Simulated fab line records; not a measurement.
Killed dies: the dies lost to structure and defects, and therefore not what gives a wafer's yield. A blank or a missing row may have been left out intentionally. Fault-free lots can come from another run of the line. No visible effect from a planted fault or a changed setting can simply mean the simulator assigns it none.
Split-lot experiment + flow n5Finfet + 21 wafers read across 7 lots, on a route 1938 steps long

## THE SPLIT
At N5_STI_FIN_REVEAL_ETCHBACK_08 (etches SiO2 in C4F6/O2, target depth 30.5 nm, time 10.167 s), the setting timeS was moved away from the recipe's 10.167 s on 8 of the 21 wafers read, by -19.4% to +17.9%. This setting was run at the recipe's value on the other wafers.

## FROM THE SPLIT TO THE READING: what the file shows between them, 4 steps
- N5_STI_FIN_REVEAL_OXIDATION_31: chemistry O2 PLASMA REMOTE, time 20 s (also split here: timeS)
- N5_STI_FIN_REVEAL_PRECLEAN_32: cleans in NF3:NH3, afs cycles 1, time 20 s, sublimation time 60 s
- N5_STI_FIN_REVEAL_STRIP_35: strips Si3N4 in H3PO4, target depth 4 nm, time 39 s
- N5_STI_FIN_REVEAL_SRD_23: time 30 s

## THE READING
trenchDepthNm, in nm, at N5_STI_FIN_REVEAL_FIN_H_MEAS_10. Typical for fault-free wafers on this fab line: 51.8 nm, with standard deviation 0.69 nm.

| wafer  | tool, chamber at the split | timeS as run, s | against the recipe | trenchDepthNm, nm | against lot-mates on the recipe |
|--------|----------------------------|-----------------|--------------------|-------------------|---------------------------------|
| L079.1 | rieDiel-06, 2              | 9.061           | -10.9%             | 48.4              | -4.2                            |
| L079.2 | rieDiel-06, 1,0            | 10.167          | recipe             | 52.7              | -                               |
| L079.5 | rieDiel-06, 1,0            | 10.167          | recipe             | 52.5              | -                               |
| L088.2 | rieDiel-05, 1              | 10.167          | recipe             | 50.8              | -                               |
| L088.4 | rieDiel-05, 3,2            | 8.193           | -19.4%             | 45.7              | -5.1                            |
| L088.6 | rieDiel-05, 3,2            | 8.193           | -19.4%             | 45.1              | -5.7                            |
| L090.1 | rieDiel-05, 1,2            | 10.167          | recipe             | 51.3              | -                               |
| L090.3 | rieDiel-05, 1,2            | 10.167          | recipe             | 51.1              | -                               |
| L090.5 | rieDiel-05, 0              | 8.77            | -13.7%             | 48.1              | -3.1                            |
| L092.1 | rieDiel-06, 1,3            | 9.293           | -8.6%              | 49.5              | -2.0                            |
| L092.2 | rieDiel-06, 1,3            | 9.293           | -8.6%              | 49.8              | -1.7                            |
| L092.3 | rieDiel-06, 2              | 10.167          | recipe             | 51.5              | -                               |
| L094.1 | rieDiel-02, 0,3,2          | 10.167          | recipe             | 52.3              | -                               |
| L094.4 | rieDiel-02, 0,3,2          | 10.167          | recipe             | 51.8              | -                               |
| L094.6 | rieDiel-02, 0,3,2          | 10.167          | recipe             | 51.6              | -                               |
| L095.1 | rieDiel-02, 3,0,1          | 10.167          | recipe             | 52.5              | -                               |
| L095.2 | rieDiel-02, 3,0,1          | 10.167          | recipe             | 52.1              | -                               |
| L095.6 | rieDiel-02, 3,0,1          | 10.167          | recipe             | 52.2              | -                               |
| L096.1 | rieDiel-02, 1              | 10.167          | recipe             | 52.1              | -                               |
| L096.3 | rieDiel-02, 0,1            | 11.99           | +17.9%             | 57.9              | +5.8                            |
| L096.6 | rieDiel-02, 0,1            | 11.99           | +17.9%             | 57.6              | +5.5                            |
Where a row lists several chambers, the file gives one row for several wafers and doesn't say which wafer went through which chamber.

THE FIT
A straight line over all 21 wafers: trenchDepthNm changes by +0.32 nm for each +1% of timeS; r = +0.99; the points scatter about the line by 0.53 nm.
The same after taking each lot's own level away (the mean of its wafers on the recipe; 21 wafers): +0.29 nm for each +1%; r = +0.99; scatter 0.43 nm.
According to that fit, moving timeS by its largest amount changes the reading by 5.6 nm.
Measured against the standard deviation above, the lots' own levels, which go from 50.80 to 52.60 nm, span 2.6 times it.
In other words, the slope is changed by the lot-to-lot level; the two fits disagree.
Check: -5.64 nm against its lot-mates is what the line predicts for one of the wafers moved furthest among these (-19.4%) when that wafer is left out of the fit. Against them it came out at -5.1 nm.

## THESE WAFERS: OTHER SPLITS
These wafers also went through other splits before the reading. Each is held against what the fit with the lots' levels taken away leaves over:
| other split on the same wafers       | wafers away from the commonest value | r with trenchDepthNm (lot level and that fit taken away) |
|--------------------------------------|--------------------------------------|----------------------------------------------------------|
| N5_FIN_SAQP_PECVD_48 timeS           | 8                                    | -0.29                                                    |
| N5_FIN_SAQP_DEVELOP_15 developTimeS  | 2                                    | -0.22                                                    |
| N5_FIN_CUT_EXPOSE_05 doseMj          | 7                                    | +0.15                                                    |
| N5_STI_FIN_REVEAL_OXIDATION_31 timeS | 7                                    | +0.52                                                    |

## THE FILE'S OWN FIT
trenchDepthNm changes by +0.288 nm for each +1% of timeS, r = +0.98.
